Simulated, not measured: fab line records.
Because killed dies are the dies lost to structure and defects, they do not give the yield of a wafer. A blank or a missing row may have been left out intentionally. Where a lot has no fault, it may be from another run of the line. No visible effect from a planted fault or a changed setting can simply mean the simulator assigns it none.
A lot that was struck, set against a sound lot / flow nandHarc / 14 steps out of a route of 1159
Sound: wafers L829.1, L829.4, L829.6. Struck: wafer L835.2 (left out: L835.4, L835.5 of the same lot, which were not struck); the cause appears at the end.
Each step with rows lists, per side, the tool, then ch with its chambers, then its first start. Under that, the readings that differ: sound wafers / struck wafers / difference of the means / sigmas: that difference in standard deviations of wafers without a fault.
alike: words and numbers the same on both sides, and readings whose means are apart by under 2 such deviations; not compared: readings that were withheld, readings missing a value for some wafer, numbers with overlapping values and no deviation given by the record, and bounds like >300 which may hide the same value.
A row with sigmas, a row that says differs or no value, or rows on one side alone: a step with any of these is where the two part. Numbers that don't overlap but have no deviation are shown without sigmas and don't part them. A reading missing from all wafers of one side parts the sides only when that side holds two or more wafers.

NHARC_A_CHANNEL_HOLE_D1_CD_MEAS_30:
  sound on cdSem-03, day 10 02:32; struck on cdSem-03, day 12 07:01
  alike: cdNm
then, 1 step without rows for these wafers: NHARC_A_CHANNEL_HOLE_D1_XSEM_31.
NHARC_A_CHANNEL_HOLE_D1_INSPECT_40:
  sound on defectInspect-01, day 10 02:44; struck on defectInspect-01, day 12 07:12
  alike: rawDefectCount
then, 2 steps without rows for these wafers: NHARC_A_CHANNEL_FILL_D1_PRECLEAN_00 (cleans in SC1); NHARC_A_CHANNEL_FILL_D1_SRD_01.
NHARC_A_CHANNEL_FILL_D1_ALD_02: deposits SiO2, target thk 6 nm, pulse time 10 s, ald cycles 60.
  sound on aldHk-03 ch 0,1,2, day 10 02:55; struck on aldHk-03 ch 2, day 12 07:23
  alike: heaterPowerW, precursorPulseHeightRel, susceptorTempC
NHARC_A_CHANNEL_FILL_D1_ALD_03: deposits SiNx, target thk 6 nm, pulse time 60 s, ald cycles 58.
  sound on aldSinBatch-02 ch 0; struck on aldSinBatch-02 ch 0
  alike: precursorPulseHeightRel
  not compared: susceptorTempC
then, 1 step without rows for these wafers: NHARC_A_CHANNEL_FILL_D1_ALD_14 (deposits SiO2, target thk 2.5 nm, pulse time 10 s, ald cycles 25).
NHARC_A_CHANNEL_FILL_D1_ALD_15: deposits SiNx, target thk 2 nm, pulse time 60 s, ald cycles 19.
  sound on aldSinBatch-03 ch 0; struck on aldSinBatch-03 ch 0
  alike: precursorPulseHeightRel
  not compared: susceptorTempC
NHARC_A_CHANNEL_FILL_D1_ALD_16: deposits SiO2, target thk 1.5 nm, pulse time 10 s, ald cycles 15.
  sound on aldHk-02 ch 1,3, day 10 15:19; struck on aldHk-04 ch 2, day 12 21:08
reading=susceptorTempC (C); sound=299.59 299.75 299.73; struck=300.17; difference=+0.48; sigmas=+2
  alike: heaterPowerW, precursorPulseHeightRel
then, 2 steps without rows for these wafers: NHARC_A_CHANNEL_FILL_D1_ANNEAL_17 (time 1800 s); NHARC_A_CHANNEL_FILL_D1_CVD_18 (deposits poly-Si, target thk 3 nm).
NHARC_A_CHANNEL_FILL_D1_ETCHBACK_19: etches the open film in HBr/Cl2, target depth 5 nm, time 1.7 s.
  sound on rieSi-04 ch 0,1,2, day 11 02:50; struck on rieSi-03 ch 0, day 13 09:02
reading=oesProductAu (a.u.); sound=1.013 1.006 1.008; struck=0.735; difference=-0.274; sigmas=-16
  alike: drypumpMotorCurrentA, throttleValvePct
  not compared: rfHoursCounterH
NHARC_A_CHANNEL_FILL_D1_ETCHBACK_20: etches the open film in C4F8/O2/Ar, target depth 27 nm, time 13.5 s.
  sound on rieDiel-07 ch 0,1,2, day 11 02:57; struck on rieDiel-06 ch 1, day 13 09:11
  alike: oesProductAu, rfVppV
  not compared: rfHoursCounterH

## WHERE THEY PART
Earliest at NHARC_A_CHANNEL_FILL_D1_ALD_16; latest, in this record, at NHARC_A_CHANNEL_FILL_D1_ETCHBACK_19. Later steps at which nothing parts them and some readings are alike: NHARC_A_CHANNEL_FILL_D1_ETCHBACK_20.

WHY: whatever the simulator had introduced
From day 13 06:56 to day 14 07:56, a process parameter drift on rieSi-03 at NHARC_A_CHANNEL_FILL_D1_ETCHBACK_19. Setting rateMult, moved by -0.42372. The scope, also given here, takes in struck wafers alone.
